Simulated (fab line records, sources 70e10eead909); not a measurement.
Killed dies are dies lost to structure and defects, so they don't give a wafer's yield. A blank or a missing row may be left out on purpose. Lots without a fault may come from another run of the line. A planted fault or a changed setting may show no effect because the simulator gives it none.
Which tool did it? | flow nand_harc | 13 lots, 39 wafers sampled, at 5 steps of a route of 1302

WHAT THE GAUGES READ, wafer by wafer
NHARC_P_GATE_CD_MEAS_59: target cd 720 nm. Usual: cd_nm 719.4 nm, standard deviation 1.5.
lot  | measured     | on        | cd_nm (nm)        | flag
L559 | day 6 01:50  | cd_sem-03 | 719.1 720.9 720.5 |
L560 | day 6 15:22  | cd_sem-02 | 718.6 718.8 719.1 |
L561 | day 6 21:15  | cd_sem-03 | 719.4 717.7 720.8 |
L562 | day 7 03:56  | cd_sem-03 | 720.3 719.7 722.5 |
L563 | day 7 16:41  | cd_sem-03 | 716.9 715.8 716.8 |
L564 | day 8 01:35  | cd_sem-01 | 716.0 717.2 720.1 |
L568 | day 9 20:03  | cd_sem-01 | - - -             | OFF
L570 | day 10 19:08 | cd_sem-03 | 719.0 717.6 718.2 |
L576 | day 13 01:55 | cd_sem-01 | 719.2 718.7 719.3 |
L578 | day 14 03:37 | cd_sem-03 | 719.0 719.8 719.8 |
L580 | day 14 17:41 | cd_sem-01 | 722.2 721.2 721.3 |
L579 | day 14 18:20 | cd_sem-01 | 717.0 718.2 716.6 |
L581 | day 15 03:35 | cd_sem-02 | 719.9 717.8 721.4 |

WHICH TOOL RAN EACH LOT (tool, then ch and the chambers of the sampled wafers, then the start)
lot  | NHARC_P_GATE_HM_DEP_102       | NHARC_P_GATE_ETCHBACK_37                      | NHARC_P_GATE_STRIP_111               | NHARC_P_GATE_EXPOSE_56
L559 | acl_dep-02 ch 0, day 5 11:04  | rie_diel-10 ch 0,2,3, day 6 00:44 or earlier  | plasma_asher-02 ch 0,1, day 6 00:44  | krf_scanner-03 ch 0, day 6 01:41
L560 | acl_dep-01 ch 0, day 5 14:04  | rie_diel-10 ch 0,2,3, day 6 14:22 or earlier  | plasma_asher-01 ch 0,1, day 6 14:22  | krf_scanner-03 ch 0, day 6 15:13
L561 | acl_dep-02 ch 0, day 6 06:19  | rie_diel-10 ch 0,2,3, day 6 20:01 or earlier  | plasma_asher-01 ch 0,1, day 6 20:01  | krf_scanner-02 ch 0, day 6 21:05
L562 | acl_dep-02 ch 0, day 6 13:05  | rie_diel-13 ch 1,3, day 7 02:53 or earlier    | plasma_asher-02 ch 0,1, day 7 02:53  | krf_scanner-02 ch 0, day 7 03:47
L563 | acl_dep-01 ch 0, day 7 01:59  | rie_diel-13 ch 0,1,2, day 7 15:37 or earlier  | plasma_asher-02 ch 0,1, day 7 15:37  | krf_scanner-03 ch 0, day 7 16:32
L564 | acl_dep-01 ch 0, day 7 10:31  | rie_diel-10 ch 1,2, day 8 00:20 or earlier    | plasma_asher-01 ch 0,1, day 8 00:20  | krf_scanner-04 ch 0, day 8 01:25
L568 | acl_dep-03 ch 0, day 9 04:14  | rie_diel-10 ch 0,2, day 9 18:52 or earlier    | plasma_asher-01 ch 0,1, day 9 18:52  | krf_scanner-03 ch 0, day 9 19:54
L570 | acl_dep-03 ch 0, day 10 04:14 | rie_diel-13 ch 0,1, day 10 17:58 or earlier   | plasma_asher-02 ch 0,1, day 10 17:58 | krf_scanner-02 ch 0, day 10 18:59
L576 | acl_dep-01 ch 0, day 12 11:08 | rie_diel-10 ch 0,1, day 13 00:41 or earlier   | plasma_asher-02 ch 0,1, day 13 00:41 | krf_scanner-03 ch 0, day 13 01:46
L578 | acl_dep-03 ch 0, day 13 12:54 | rie_diel-13 ch 0,3, day 14 02:36 or earlier   | plasma_asher-01 ch 0,1, day 14 02:36 | krf_scanner-03 ch 0, day 14 03:28
L580 | acl_dep-02 ch 0, day 14 02:53 | rie_diel-13 ch 0,2,3, day 14 16:33 or earlier | plasma_asher-01 ch 0,1, day 14 16:33 | krf_scanner-02 ch 0, day 14 17:32
L579 | acl_dep-02 ch 0, day 14 03:19 | rie_diel-10 ch 1,3, day 14 17:06 or earlier   | plasma_asher-02 ch 0,1, day 14 17:06 | krf_scanner-03 ch 0, day 14 18:10
L581 | acl_dep-02 ch 0, day 14 12:41 | rie_diel-10 ch 0,1,3, day 15 02:24 or earlier | plasma_asher-02 ch 0,1, day 15 02:24 | krf_scanner-02 ch 0, day 15 03:25
- NHARC_P_GATE_HM_DEP_102: deposits aC, target thk 120 nm.
- NHARC_P_GATE_ETCHBACK_37: etches the open film in CHF3/O2, target depth 34.5 nm, time 17.2 s.
- NHARC_P_GATE_STRIP_111: strips in N2/H2, time 250 s.
- NHARC_P_GATE_EXPOSE_56: exposes mask P PSD, target cd 720 nm.

WHAT THE TOOLS THEMSELVES READ (means of the sampled wafers that have a number; where no wafer has one, the mark that the record gives instead)
NHARC_P_GATE_HM_DEP_102. Usual: throttle_valve_pct 35.001 %, standard deviation 0.0093.
lot  | tool       | throttle_valve_pct (%) | flag
L559 | acl_dep-02 | 34.997                 |
L560 | acl_dep-01 | 35.003                 |
L561 | acl_dep-02 | 34.994                 |
L562 | acl_dep-02 | 35.008                 |
L563 | acl_dep-01 | 35.005                 |
L564 | acl_dep-01 | 34.995                 |
L568 | acl_dep-03 | 35.003                 |
L570 | acl_dep-03 | 35.001                 |
L576 | acl_dep-01 | 35.013                 |
L578 | acl_dep-03 | 35.000                 |
L580 | acl_dep-02 | 35.005                 |
L579 | acl_dep-02 | 34.994                 |
L581 | acl_dep-02 | 34.995                 |

NHARC_P_GATE_ETCHBACK_37. Usual: chf3_flow_sccm 50.02 sccm, standard deviation 0.15; drypump_motor_current_A 5.8 A, standard deviation 0.48; oes_product_au 0.94 a.u., standard deviation 0.03; rf_vpp_V 370.8 V, standard deviation 2.2; showerhead_plenum_p_Torr 2.41 Torr, standard deviation 0.093; throttle_valve_pct 20.573 %, standard deviation 0.0092.
lot  | tool        | chf3_flow_sccm (sccm) | drypump_motor_current_A (A) | oes_product_au (a.u.) | rf_vpp_V (V) | showerhead_plenum_p_Torr (Torr) | throttle_valve_pct (%) | flag
L559 | rie_diel-10 | 49.85                 | 5.7                         | 0.99                  | 371.6        | 2.42                            | 20.570                 |
L560 | rie_diel-10 | 50.13                 | 5.6                         | 0.95                  | 371.3        | 2.42                            | 20.571                 |
L561 | rie_diel-10 | 50.02                 | 5.6                         | 0.92                  | 371.1        | 2.42                            | 20.581                 |
L562 | rie_diel-13 | 50.04                 | 5.6                         | 0.92                  | 371.4        | 2.46                            | 20.574                 |
L563 | rie_diel-13 | 49.95                 | 6.0                         | 0.94                  | 373.0        | 2.48                            | 20.565                 |
L564 | rie_diel-10 | 50.12                 | 6.4                         | 0.94                  | 370.2        | 2.35                            | 20.575                 |
L568 | rie_diel-10 | 49.94                 | 6.1                         | 0.93                  | 369.5        | 2.33                            | 20.575                 |
L570 | rie_diel-13 | 50.17                 | 5.9                         | 0.92                  | 371.2        | 2.44                            | 20.572                 |
L576 | rie_diel-10 | 49.99                 | 6.0                         | 1.00                  | 371.2        | 2.43                            | 20.579                 |
L578 | rie_diel-13 | 50.07                 | 5.6                         | 0.94                  | 370.2        | 2.37                            | 20.567                 |
L580 | rie_diel-13 | 50.10                 | 5.8                         | 0.93                  | 371.0        | 2.41                            | 20.582                 |
L579 | rie_diel-10 | 50.14                 | 5.5                         | 0.92                  | 372.8        | 2.53                            | 20.567                 |
L581 | rie_diel-10 | 49.90                 | 5.6                         | 0.94                  | 372.7        | 2.47                            | 20.577                 |

NHARC_P_GATE_STRIP_111. Usual: drypump_motor_current_A 5.5 A, standard deviation 0.37; heater_power_w 89 W, standard deviation 14.
lot  | tool            | drypump_motor_current_A (A) | heater_power_w (W) | flag
L559 | plasma_asher-02 | 5.8                         | 93                 |
L560 | plasma_asher-01 | 5.5                         | 75                 |
L561 | plasma_asher-01 | 5.3                         | 76                 |
L562 | plasma_asher-02 | 5.5                         | 101                |
L563 | plasma_asher-02 | 5.5                         | 100                |
L564 | plasma_asher-01 | 5.3                         | 75                 |
L568 | plasma_asher-01 | 5.3                         | 79                 |
L570 | plasma_asher-02 | 5.8                         | 94                 |
L576 | plasma_asher-02 | 5.5                         | 105                |
L578 | plasma_asher-01 | 5.4                         | 77                 |
L580 | plasma_asher-01 | 5.3                         | 78                 |
L579 | plasma_asher-02 | 5.7                         | 97                 |
L581 | plasma_asher-02 | 5.8                         | 95                 |

NHARC_P_GATE_EXPOSE_56. Usual: stage_vel_mm_s 500.08 mm/s, standard deviation 0.27.
lot  | tool           | stage_vel_mm_s (mm/s) | flag
L559 | krf_scanner-03 | 500.22                |
L560 | krf_scanner-03 | 500.31                |
L561 | krf_scanner-02 | 499.90                |
L562 | krf_scanner-02 | 499.93                |
L563 | krf_scanner-03 | 499.86                |
L564 | krf_scanner-04 | 500.21                |
L568 | krf_scanner-03 | 500.00                |
L570 | krf_scanner-02 | 500.30                |
L576 | krf_scanner-03 | 500.13                |
L578 | krf_scanner-03 | 500.23                |
L580 | krf_scanner-02 | 499.87                |
L579 | krf_scanner-03 | 500.32                |
L581 | krf_scanner-02 | 500.13                |

THE ANSWER, worked out from the rows above alone
Rule: a lot is off if the mean of its wafers that have a number lies more than 3 standard deviations from the usual mean. A lot without any number at a reading at which 4 lots or more have one is off too. The other lots that the step has rows for count as sound. The gauges are gone through in route order, then the tools' own readings, and for those a lot's mean is taken as printed above. The first step at which some lot is off is used, and at that step the reading that is off furthest; a lot without a number counts as furthest.
Off: L568, at NHARC_P_GATE_CD_MEAS_59 (cd_nm). Without a number there: L568.
A tool fits if, at a process step before that reading, it ran every lot that is off, and no sound lot after the first of them. The gauges at NHARC_P_GATE_CD_MEAS_59 are tried like those tools. NHARC_P_GATE_ETCHBACK_37 gives no start for some lots, so the hours and the order of its lots are those of NHARC_P_GATE_STRIP_111. None of those tried fits.

WHAT THE SIMULATOR HAD PUT IN
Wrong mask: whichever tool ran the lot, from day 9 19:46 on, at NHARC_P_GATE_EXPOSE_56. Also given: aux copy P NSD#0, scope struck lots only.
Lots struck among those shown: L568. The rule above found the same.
